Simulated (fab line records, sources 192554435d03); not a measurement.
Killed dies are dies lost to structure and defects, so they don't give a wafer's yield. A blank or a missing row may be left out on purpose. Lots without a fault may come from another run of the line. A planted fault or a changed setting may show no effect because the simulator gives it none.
fab line records | flow n5_finfet
record lots=6 wafers=18 last_day=17
route steps=1938 shown DUMMY_GATE@250 SPACER0@258 SD_EPI_N@262 BEOL_M4@1111
lots that met no fault: from a run of the same line without faults
start_h: hours from the record's first day to the start of the lot's first wafer shown | wait_h: hours since the lot's step before | " the same as in the row above | L1.1+2: a row that stands for several wafers | - no value, or no start given | * or withheld: withheld | < > ~ a bound
route shown NAME@n: a module of which the file shows steps, and the number in the route of the first | usual: mean/standard deviation of fault-free wafers | same: alike in all rows | chamber/n: place in a boat | sites: the reading at each site | _std_site: their standard deviation | _edge_site: outer sites' mean less inner sites' | radius_mm: how far each site lies from the wafer's centre | mask NAME#n: copy n | behind: the tool/chamber that last shaped the wafer | hold: why the lot was held/for how many hours/how that ended | device: the transistor (n, p or np) that didn't switch | end of line: the same wafers' tests at the end of the route | a step without rows: its recipe alone | killed: dies lost to structure and defects at the first sort, not the wafer's yield | map: a wafer's dies, x killed, . not, _ none there
set.NAME: the setting as run; set.NAME@STEP: as run at that earlier step | model.NAME: the simulator's own value behind a step, which no gauge read
lots at some steps of the route; a table a step, a row a wafer
services: from which hour (start_h, from the record's first day; less than 0 if before it) a tool's chamber was out of use, for how many hours, and why
## steps
# step N5_DUMMY_GATE_ETCH_42
# recipe chemistry=CHF3/O2 target=SiO2 target_depth_a=35 time_s=31 ion_energy_ev=30 bias_w=12 pressure_mtorr=30 source_w=600 Ar_flow_sccm=200 CHF3_flow_sccm=50 O2_flow_sccm=5
# usual CHF3_flow_sccm=50.00/0.16 drypump_motor_current_A=5.6/0.52 oes_product_au=0.83/0.087 rf_vpp_V=42.7/0.86 showerhead_plenum_p_Torr=2.45/0.074 throttle_valve_pct=18.69/0.23
# columns lot.wafer tool chamber start_h wait_h CHF3_flow_sccm drypump_motor_current_A oes_product_au rf_hours_counter_h rf_vpp_V showerhead_plenum_p_Torr throttle_valve_pct
L362.1 rie_diel-01 3 65.82 0.0 49.88 5.5 0.96 6 43.0 2.47 18.62
L362.5 " 0 " " 50.14 5.8 0.91 - 41.6 2.56 18.80
L362.6 " 1 " " 49.99 5.7 0.83 - 42.1 2.43 18.65
L365.1 rie_diel-03 1 84.18 0.0 49.82 6.6 0.76 168 41.5 2.50 18.81
L365.2 " 0 " " 49.92 5.6 0.68 249 42.3 2.38 18.63
L365.6 " 0 " " 50.08 5.7 0.69 - 41.0 2.38 18.62
L370.1 rie_diel-03 1 113.09 0.1 49.91 6.6 0.74 179 42.9 2.49 18.82
L370.2 " 2 " " 50.25 6.4 0.93 17 42.3 2.56 18.55
L370.4 " 1 " " 50.14 6.5 0.75 - 43.6 2.49 18.82
L375.1 rie_diel-01 1 143.30 0.0 50.17 5.7 0.80 125 43.4 2.42 18.70
L375.4 " 2 " " 49.53 4.9 0.85 - 43.3 2.34 18.46
L375.5 " 1 " " 49.79 5.7 0.79 - 41.6 2.42 18.69
L377.1 rie_diel-02 3 160.48 0.0 50.07 4.9 0.69 229 44.1 2.47 18.97
L377.3 " 0 " " 49.84 6.1 0.77 138 42.7 2.50 18.39
L377.6 " 0 " " 49.80 6.1 0.77 - 43.4 2.50 18.38
L381.2 rie_diel-03 0 182.18 0.0 50.05 5.7 0.92 19 42.0 2.37 18.23
L381.4 " 2 " " 50.12 6.4 0.87 38 41.1 2.55 18.57
L381.5 " 3 " " 49.80 5.7 0.91 - 42.7 2.45 18.64
# step N5_DUMMY_GATE_STRIP_48
# recipe chemistry=N2/H2 time_s=20 power_w=100 temp_c=40 pressure_mtorr=100 rf_frequency_hz=6e+07 bias_power_w=3 n2_flow_sccm=300 h2_flow_sccm=300
# usual drypump_motor_current_A=5.7/0.52 oes_product_au=0.83/0.088 rf_vpp_V=45.5/0.78 showerhead_plenum_p_Torr=3.43/0.1 throttle_valve_pct=12.06/0.24
# columns lot.wafer tool chamber start_h wait_h drypump_motor_current_A oes_product_au rf_hours_counter_h rf_vpp_V showerhead_plenum_p_Torr throttle_valve_pct
L362.1 rie_diel-01 3 65.87 0.0 5.5 0.96 6 43.9 3.45 11.88
L362.5 " 0 " " 5.8 0.91 - 46.3 3.58 12.01
L362.6 " 1 " " 5.7 0.81 - 45.1 3.41 12.03
L365.1 rie_diel-03 1 84.23 0.0 6.6 0.75 168 44.6 3.50 12.23
L365.2 " 0 " " 5.7 0.69 249 44.5 3.33 12.18
L365.6 " 0 " " 5.7 0.68 - 45.4 3.33 12.20
L370.1 rie_diel-03 1 113.14 0.0 6.6 0.75 179 45.5 3.49 12.26
L370.2 " 2 " " 6.4 0.93 17 45.2 3.61 11.92
L370.4 " 1 " " 6.6 0.74 - 45.6 3.49 12.28
L375.1 rie_diel-01 1 143.35 0.0 5.7 0.79 125 44.9 3.40 12.11
L375.4 " 2 " " 4.8 0.85 - 45.8 3.28 11.80
L375.5 " 1 " " 5.7 0.79 - 44.3 3.40 12.09
L377.1 rie_diel-02 3 160.53 0.0 4.9 0.69 229 46.1 3.46 12.39
L377.3 " 0 " " 6.1 0.77 138 45.5 3.53 12.01
L377.6 " 0 " " 6.1 0.76 - 44.5 3.53 12.02
L381.2 rie_diel-03 0 182.22 0.0 5.7 0.94 19 46.0 3.32 11.62
L381.4 " 2 " " 6.4 0.88 38 45.0 3.60 11.99
L381.5 " 3 " " 5.8 0.91 - 45.9 3.44 11.96
# step N5_DUMMY_GATE_PRECLEAN_33
# recipe chemistry=dHF time_s=10 dilution=750:1 temp_c=25
# step N5_DUMMY_GATE_PRECLEAN_25
# recipe chemistry=O3/DIW time_s=45 temp_c=22 o3_ppm=10
# step N5_DUMMY_GATE_PRECLEAN_51
# recipe chemistry=SC2 time_s=45 temp_c=35 mix=1:1:50
# step N5_DUMMY_GATE_SRD_26
# recipe dry=ipa_marangoni time_s=30 temp_c=23 rinse_liquid=diw
# step N5_DUMMY_GATE_UV_OZONE_45
# recipe time_s=120 pressure_torr=760 temp_c=25
# step N5_DUMMY_GATE_INSPECT_27
# recipe inspect_instrument=brightfield mode=aei
# usual raw_defect_count=326/89
# columns lot.wafer tool chamber start_h wait_h raw_defect_count
L362.1 defect_inspect-01 - 66.13 0.0 307
L362.5 " - " " 278
L362.6 " - " " 479
L365.1 defect_inspect-01 - 84.42 0.0 264
L365.2 " - " " 287
L365.6 " - " " 265
L370.1 defect_inspect-01 - 113.33 0.0 268
L370.2 " - " " 266
L370.4 " - " " 282
L375.1 defect_inspect-02 - 143.53 0.0 344
L375.4 " - " " 432
L375.5 " - " " 517
L377.1 defect_inspect-02 - 160.72 0.0 362
L377.3 " - " " 284
L377.6 " - " " 382
L381.2 defect_inspect-01 - 182.41 0.0 356
L381.4 " - " " 286
L381.5 " - " " 263
# step N5_SPACER0_ALD_07
# recipe material=SiNx target_thk_a=20 temp_c=400 ald_precursor_family=SiH2I2 ald_co_reactant=N2/H2-plasma pressure_torr=2
# usual heater_power_w=818/84
# columns lot.wafer tool chamber start_h wait_h heater_power_w
L362.1 ald_sin-03 0 66.17 0.0 868
L362.5 " 2 " " 681
L362.6 " 3 " " 760
L365.1 ald_sin-02 2 84.59 0.2 795
L365.2 " 1 " " 917
L365.6 " 3 " " 924
L370.1 ald_sin-02 3 113.59 0.3 920
L370.2 " 2 " " 818
L370.4 " 0 " " 729
L375.1 ald_sin-03 3 144.00 0.5 763
L375.4 " 1 " " 817
L375.5 " 3 " " 753
L377.1 ald_sin-01 0 160.86 0.1 835
L377.3 " 1 " " 771
L377.6 " 3 " " 955
L381.2 ald_sin-03 3 183.50 1.1 776
L381.4 " 1 " " 793
L381.5 " 0 " " 871
# step N5_SPACER0_ALD_00
# recipe material=SiOCN target_thk_a=35 temp_c=400 ald_precursor_family=alkyl-aminosilane ald_co_reactant=O2/N2-plasma pulse_time_s=3 purge_time_s=2 co_reactant_purge_time_s=2 ald_cycles=58 pressure_torr=2
# usual heater_power_w=818/85 precursor_pulse_height_rel=0.999/0.02
# same ald_cycles=58 purge_time_s=2
# columns lot.wafer tool chamber start_h wait_h heater_power_w precursor_pulse_height_rel
L362.1 ald_sin-03 0 66.32 0.1 882 0.992
L362.5 " 2 " " 690 1.006
L362.6 " 3 " " 738 1.006
L365.1 ald_sin-02 2 84.74 0.1 809 1.027
L365.2 " 1 " " 907 0.955
L365.6 " 3 " " 939 0.971
L370.1 ald_sin-02 3 113.74 0.1 917 1.006
L370.2 " 2 " " 782 0.964
L370.4 " 0 " " 728 1.027
L375.1 ald_sin-03 3 144.15 0.1 740 1.009
L375.4 " 1 " " 781 1.017
L375.5 " 3 " " 761 0.997
L377.1 ald_sin-01 0 161.02 0.1 843 1.024
L377.3 " 1 " " 773 1.035
L377.6 " 3 " " 967 0.958
L381.2 ald_sin-03 3 183.66 0.1 754 1.003
L381.4 " 1 " " 820 0.992
L381.5 " 0 " " 858 1.017
# step N5_SPACER0_ALD_08
# recipe material=SiNx target_thk_a=20 temp_c=400 ald_precursor_family=SiH2I2 ald_co_reactant=N2/H2-plasma pressure_torr=2
# usual heater_power_w=819/85
# columns lot.wafer tool chamber start_h wait_h heater_power_w
L362.1 ald_sin-03 0 66.58 0.1 868
L362.5 " 2 " " 696
L362.6 " 3 " " 742
L365.1 ald_sin-02 2 85.00 0.1 793
L365.2 " 1 " " 903
L365.6 " 3 " " 926
L370.1 ald_sin-02 3 114.00 0.1 928
L370.2 " 2 " " 785
L370.4 " 0 " " 728
L375.1 ald_sin-03 3 144.41 0.1 750
L375.4 " 1 " " 785
L375.5 " 3 " " 760
L377.1 ald_sin-01 0 161.27 0.1 819
L377.3 " 1 " " 784
L377.6 " 3 " " 968
L381.2 ald_sin-03 3 183.91 0.1 755
L381.4 " 1 " " 811
L381.5 " 0 " " 862
# step N5_SPACER0_INSPECT_04
# recipe inspect_instrument=darkfield mode=post_dep
# usual raw_defect_count=144/37
# columns lot.wafer tool chamber start_h wait_h raw_defect_count
L362.1 defect_inspect-01 - 66.74 0.1 177
L362.5 " - " " 132
L362.6 " - " " 214
L365.1 defect_inspect-01 - 85.16 0.1 110
L365.2 " - " " 154
L365.6 " - " " 124
L370.1 defect_inspect-02 - 114.16 0.1 112
L370.2 " - " " 102
L370.4 " - " " 104
L375.1 defect_inspect-01 - 144.57 0.1 161
L375.4 " - " " 189
L375.5 " - " " 217
L377.1 defect_inspect-01 - 161.43 0.1 165
L377.3 " - " " 128
L377.6 " - " " 156
L381.2 defect_inspect-02 - 184.07 0.1 146
L381.4 " - " " 156
L381.5 " - " " 125
# step N5_SD_EPI_N_COAT_32
# recipe resist=SOC temp_c=250 time_s=60 spin_rpm=1500 resist_thk_nm=350
# usual spin_speed_rpm=1499.9/1.1
# columns lot.wafer tool chamber start_h wait_h spin_speed_rpm model.SOC_of_SD_EPI_N_COAT_32.thk_nm
L362.1 litho_track-05 0 66.77 0.0 1500.1 349.6
L362.5 " 0 " " 1500.6 349.8
L362.6 " 0 " " 1500.5 350.2
L365.1 litho_track-03 0 85.19 0.0 1498.9 351.2
L365.2 " 0 " " 1500.0 352.2
L365.6 " 0 " " 1499.9 351.6
L370.1 litho_track-02 0 114.19 0.0 1499.3 351.8
L370.2 " 0 " " 1501.1 352.2
L370.4 " 0 " " 1499.8 352.2
L375.1 litho_track-02 0 144.60 0.0 1431.9 358.4
L375.4 " 0 " " 1429.1 359.8
L375.5 " 0 " " 1432.0 358.4
L377.1 litho_track-02 0 161.46 0.0 1430.3 357.6
L377.3 " 0 " " 1431.8 358.2
L377.6 " 0 " " 1431.5 358.4
L381.2 litho_track-05 0 184.10 0.0 1499.6 351.4
L381.4 " 0 " " 1499.0 350.6
L381.5 " 0 " " 1501.8 351.2
# step N5_SD_EPI_N_COAT_33
# recipe resist=SiARC temp_c=220 time_s=60 spin_rpm=1500 resist_thk_nm=35
# step N5_BEOL_M4_RC_MEAS_101
# usual DIBL_N=36.3/1.4 DIBL_P=36.2/1.5 IOFF_N=0.160/0.021 IOFF_P=0.211/0.027 ION_N=676/7.7 ION_P=463/5.5 SS_N=71.4/0.57 SS_P=73.3/0.58 VT_N=249.3/2.5 VT_P=-250.1/2.6
# columns lot.wafer tool chamber start_h wait_h DIBL_N[mV/V] DIBL_P[mV/V] IOFF_N[nA/um] IOFF_P[nA/um] ION_N[uA/um] ION_P[uA/um] SS_N[mV/dec] SS_P[mV/dec] VT_N[mV] VT_P[mV]
L362.1 prober-02 0 183.55 0.0 39.3 40.3 0.204 0.276 684 468 72.2 74.4 247.3 -245.4
L362.5 " 0 " " 37.5 37.0 0.157 0.220 679 463 71.8 74.5 250.5 -245.8
L362.6 " 0 " " 37.5 37.4 0.174 0.225 678 458 71.0 74.0 248.4 -248.4
L365.1 prober-01 0 204.77 0.0 37.8 36.9 0.139 0.218 661 465 71.1 73.7 253.0 -249.2
L365.2 " 0 " " 36.9 35.6 0.127 0.201 669 456 71.6 72.7 254.3 -251.7
L365.6 " 0 " " 38.3 36.7 0.145 0.214 666 457 71.7 72.5 251.2 -251.0
L370.1 prober-01 0 238.36 0.0 34.4 35.3 0.138 0.196 680 465 71.0 73.5 252.4 -250.9
L370.2 " 0 " " 34.2 34.8 0.128 0.197 661 463 71.1 73.6 253.6 -248.9
L370.4 " 0 " " 37.1 38.3 0.168 0.245 675 472 72.1 73.8 248.2 -247.1
L375.1 prober-01 0 265.43 0.0 36.7 36.4 0.168 0.226 667 460 71.3 73.5 250.0 -250.0
L375.4 " 0 " " 37.6 36.9 0.180 0.233 680 463 72.1 73.8 248.1 -250.6
L375.5 " 0 " " 37.4 37.1 0.182 0.235 674 463 71.6 73.4 247.5 -249.8
L377.1 prober-02 0 283.45 0.0 36.4 35.3 0.161 0.211 683 469 70.4 72.6 246.2 -251.2
L377.3 " 0 " " 37.1 35.9 0.173 0.216 679 462 71.5 73.4 247.0 -248.9
L377.6 " 0 " " 36.0 35.6 0.173 0.221 689 472 71.1 73.3 244.2 -249.5
L381.2 prober-01 0 308.47 0.2 35.3 35.3 0.154 0.207 680 471 71.7 73.1 250.3 -251.8
L381.4 " 0 " " 34.4 34.6 0.138 0.186 663 460 70.7 72.6 254.1 -249.7
L381.5 " 0 " " 36.3 36.6 0.164 0.222 673 463 72.2 73.5 249.9 -250.5
## services
# columns tool chamber start_h hours kind
ald_sin-02 3 71.18 6.8 repair
rie_diel-03 2 73.19 12.5 repair
ald_sin-03 - 85.66 14.0 pm
ald_sin-03 0 85.66 14.0 vent_cycle
ald_sin-03 1 85.66 14.0 vent_cycle
ald_sin-03 2 85.66 14.0 vent_cycle
ald_sin-03 3 85.66 26.8 vent_cycle
rie_diel-03 3 85.72 - clean
rie_diel-03 3 85.72 - consumable_replace:focus_ring
rie_diel-03 3 85.72 16.5 scheduled_down
rie_diel-03 3 85.72 16.5 vent_cycle
ald_sin-01 3 88.34 2.6 repair
rie_diel-02 3 88.48 5.4 repair
ald_sin-03 0 99.66 - clean
ald_sin-03 1 99.66 - clean
ald_sin-03 2 99.66 - clean
rie_diel-03 0 102.26 - clean
rie_diel-03 0 102.26 - consumable_replace:focus_ring
rie_diel-01 3 135.89 14.2 repair
rie_diel-02 0 141.71 3.3 repair
rie_diel-03 3 151.46 4.3 repair
ald_sin-02 - 151.52 6.0 pm
rie_diel-03 2 170.31 8.0 repair
ald_sin-02 - 177.52 14.0 pm
## key
first_sign step=N5_SD_EPI_N_COAT_32 reading=spin_speed_rpm direction=down sigmas=65 usual=* struck=*
effect none on later readings
model_effect step=N5_SD_EPI_N_COAT_32 value=SOC_of_SD_EPI_N_COAT_32.thk_nm without=350.1 struck=358.5
met_at N5_SD_EPI_N_COAT_32
struck_wafers L375.1,L375.4,L375.5,L377.1,L377.3,L377.6
onset_between 114.19 144.60
fault kind=process_parameter_drift tool=litho_track-02 chamber=- onset_h=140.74 steps=N5_SD_EPI_N_COAT_32 channel=spin_rpm offset=* shape=step end_h=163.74 acts_in=* stated=*
